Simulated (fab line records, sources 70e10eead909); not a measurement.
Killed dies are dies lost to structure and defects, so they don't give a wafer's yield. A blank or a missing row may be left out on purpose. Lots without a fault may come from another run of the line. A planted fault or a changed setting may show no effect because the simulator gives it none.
Chamber matching | flow nand_harc | NHARC_A_WL_FILL_ALD_19 on ald_metal-03: 4 sister chambers
The step deposits TiN, target thk 2 nm, pulse time 3 s, ald cycles 100. 18 wafers are shown with their chamber, then 9 later ones without.

WAFERS WITH THEIR CHAMBER
wafer  | chamber | heater_power_w (W) | precursor_pulse_height_rel
L077.2 | 2       | 1263               | 0.985
L077.3 | 0       | 1052               | 1.005
L077.5 | 2       | 1267               | 1.031
L076.2 | 1       | 918                | 1.013
L076.5 | 0       | 1080               | 1.029
L076.6 | 3       | 1109               | 1.008
L083.1 | 0       | 1063               | 1.047
L083.2 | 3       | 1119               | 1.041
L083.5 | 3       | 1106               | 1.010
L083.3 | 1       | 909                | 1.004
L083.4 | 2       | 1302               | 1.008
L083.6 | 0       | 1054               | 0.995
L085.1 | 2       | 1257               | 0.991
L085.3 | 3       | 1103               | 1.030
L085.6 | 1       | 894                | 0.975
L086.3 | 1       | 900                | 0.989
L086.5 | 2       | 1293               | 0.999
L086.6 | 3       | 1121               | 0.999

SIGNATURES (means of the wafers above)
reading                    | chamber 0 | chamber 1 | chamber 2 | chamber 3 | scatter within a chamber
heater_power_w             | 1062.25   | 905.25    | 1276.40   | 1111.60   | 13.8
precursor_pulse_height_rel | 1.01900   | 0.99525   | 1.00280   | 1.01760   | 0.0189
Rule: a wafer's distance from a chamber is the root of the sum, over the readings, of the square of ((its reading less the chamber's mean) divided by the reading's scatter). The wafer belongs to the nearest chamber; if the next one is less than 2 further off, it can't be placed. The scatter: the root of (the sum of the squares of (reading less its chamber's mean) over the shown wafers, divided by (wafers less chambers)).

WAFERS WITHOUT THEIR CHAMBER
wafer  | heater_power_w (W) | precursor_pulse_height_rel
L092.1 | 1303               | 0.978
L092.3 | 1109               | 0.989
L092.4 | 953                | 0.996
L097.1 | 1267               | 1.006
L097.2 | 1076               | 0.993
L097.5 | 1295               | 1.008
L096.1 | 1081               | 1.024
L096.5 | 964                | 1.012
L096.6 | 1286               | 1.005

WHICH CHAMBER EACH WENT THROUGH
wafer  | from the rows above     | in truth
L092.1 | 2                       | 2
L092.3 | 3                       | 3
L092.4 | 1                       | 1
L097.1 | 2                       | 2
L097.2 | can't be placed: 0 or 3 | 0
L097.5 | 2                       | 2
L096.1 | can't be placed: 0 or 3 | 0
L096.5 | 1                       | 1
L096.6 | 2                       | 2
Placed correctly: 7 of 9. Can't be placed from these rows: 2 (the true chamber is among the candidates in 2). Placed wrongly: 0.
